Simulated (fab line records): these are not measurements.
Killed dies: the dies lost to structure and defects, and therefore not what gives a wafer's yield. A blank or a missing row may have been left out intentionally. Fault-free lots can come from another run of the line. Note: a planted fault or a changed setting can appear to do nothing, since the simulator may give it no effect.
Which of the tools did it? || flow n5 finfet || 11 lots, 33 wafers sampled, at 3 steps of a route of 1938

## WHAT THE GAUGES SHOWED, per wafer
N5_BEOL_M15_CD_MEAS_28 targets a cd of 407.6 nm.
{"lot": "L075", "measured": "day 12 12:36", "on": "cd sem-01", "cd nm (nm)": "404.8 402.2 403.3"}
{"lot": "L078", "measured": "day 12 19:06", "on": "cd sem-03", "cd nm (nm)": "410.7 407.0 411.3"}
{"lot": "L080", "measured": "day 13 11:02", "on": "cd sem-03", "cd nm (nm)": "408.3 407.0 410.9"}
{"lot": "L079", "measured": "day 13 21:16", "on": "cd sem-01", "cd nm (nm)": "406.3 410.4 408.6"}
{"lot": "L082", "measured": "day 14 10:05", "on": "cd sem-02", "cd nm (nm)": "406.9 405.8 412.5"}
{"lot": "L084", "measured": "day 14 18:05", "on": "cd sem-02", "cd nm (nm)": "405.6 408.7 404.7"}
{"lot": "L089", "measured": "day 16 00:46", "on": "cd sem-01", "cd nm (nm)": "407.0 406.1 408.9"}
{"lot": "L087", "measured": "day 16 07:08", "on": "cd sem-01", "cd nm (nm)": "404.7 411.8 411.0"}
{"lot": "L093", "measured": "day 17 06:53", "on": "cd sem-02", "cd nm (nm)": "408.7 407.6 412.8"}
{"lot": "L094", "measured": "day 18 01:29", "on": "cd sem-01", "cd nm (nm)": "407.5 410.3 410.1"}
{"lot": "L097", "measured": "day 18 14:13", "on": "cd sem-01", "cd nm (nm)": "409.5 407.1 408.7"}

## TOOL THAT RAN EACH LOT (tool first, then ch and the chambers of the sampled wafers, then the start)
{"lot": "L075", "N5_BEOL_M14_TRENCH_ETCH_34": "rie diel-02 ch 1,3, day 12 02:44", "N5_BEOL_M15_STRIP_64": "rie diel-06 ch 0,3, day 12 12:36 or earlier"}
{"lot": "L078", "N5_BEOL_M14_TRENCH_ETCH_34": "rie diel-02 ch 0,1,2, day 12 13:20", "N5_BEOL_M15_STRIP_64": "rie diel-06 ch 1,2,3, day 12 19:06 or earlier"}
{"lot": "L080", "N5_BEOL_M14_TRENCH_ETCH_34": "rie diel-04 ch 1,2,3, day 13 06:22", "N5_BEOL_M15_STRIP_64": "rie diel-03 ch 1,2, day 13 11:02 or earlier"}
{"lot": "L079", "N5_BEOL_M14_TRENCH_ETCH_34": "rie diel-01 ch 0,1,2, day 13 10:45", "N5_BEOL_M15_STRIP_64": "rie diel-05 ch 2,3, day 13 21:16 or earlier"}
{"lot": "L082", "N5_BEOL_M14_TRENCH_ETCH_34": "rie diel-04 ch 0,2,3, day 14 03:17", "N5_BEOL_M15_STRIP_64": "rie diel-05 ch 1,2,3, day 14 10:05 or earlier"}
{"lot": "L084", "N5_BEOL_M14_TRENCH_ETCH_34": "rie diel-02 ch 2,3, day 14 09:26", "N5_BEOL_M15_STRIP_64": "rie diel-03 ch 0,1, day 14 18:05 or earlier"}
{"lot": "L089", "N5_BEOL_M14_TRENCH_ETCH_34": "rie diel-04 ch 1,3, day 15 15:11", "N5_BEOL_M15_STRIP_64": "rie diel-06 ch 1,2,3, day 16 00:46 or earlier"}
{"lot": "L087", "N5_BEOL_M14_TRENCH_ETCH_34": "rie diel-02 ch 0,1,2, day 16 01:43", "N5_BEOL_M15_STRIP_64": "rie diel-03 ch 0,1,2, day 16 07:08 or earlier"}
{"lot": "L093", "N5_BEOL_M14_TRENCH_ETCH_34": "rie diel-02 ch 0,1, day 17 01:22", "N5_BEOL_M15_STRIP_64": "rie diel-05 ch 1,3, day 17 06:53 or earlier"}
{"lot": "L094", "N5_BEOL_M14_TRENCH_ETCH_34": "rie diel-04 ch 2,3, day 17 19:07", "N5_BEOL_M15_STRIP_64": "rie diel-06 ch 1,2,3, day 18 01:29 or earlier"}
{"lot": "L097", "N5_BEOL_M14_TRENCH_ETCH_34": "rie diel-04 ch 1,2, day 18 01:43", "N5_BEOL_M15_STRIP_64": "rie diel-03 ch 0,2,3, day 18 14:13 or earlier"}
- N5_BEOL_M14_TRENCH_ETCH_34: etches SiO2 in C4F8/O2/Ar, target depth 556.65 nm, time 126.9 s.
- N5_BEOL_M15_STRIP_64: strips in O2.

## THE ANSWER, worked out from the rows above alone
Rule: usual is defined by the lots themselves. The widest of any qualifying gaps counts: lots, ordered by their means at a reading, are off when they make up no more than a third of the lots, leave a main group of 4 or more, and stand apart from it by 3 or more times the standard deviation of that group's means. The tables above print the reading to a certain number of digits; a main group whose means all agree to those digits is not used. Also off: a lot with no number at a reading for which 4 or more lots have one. All remaining lots with rows at the step are treated as sound.
Nothing can be told from this: no lot is off at any reading shown.

## WHAT THE SIMULATOR HAD INSERTED
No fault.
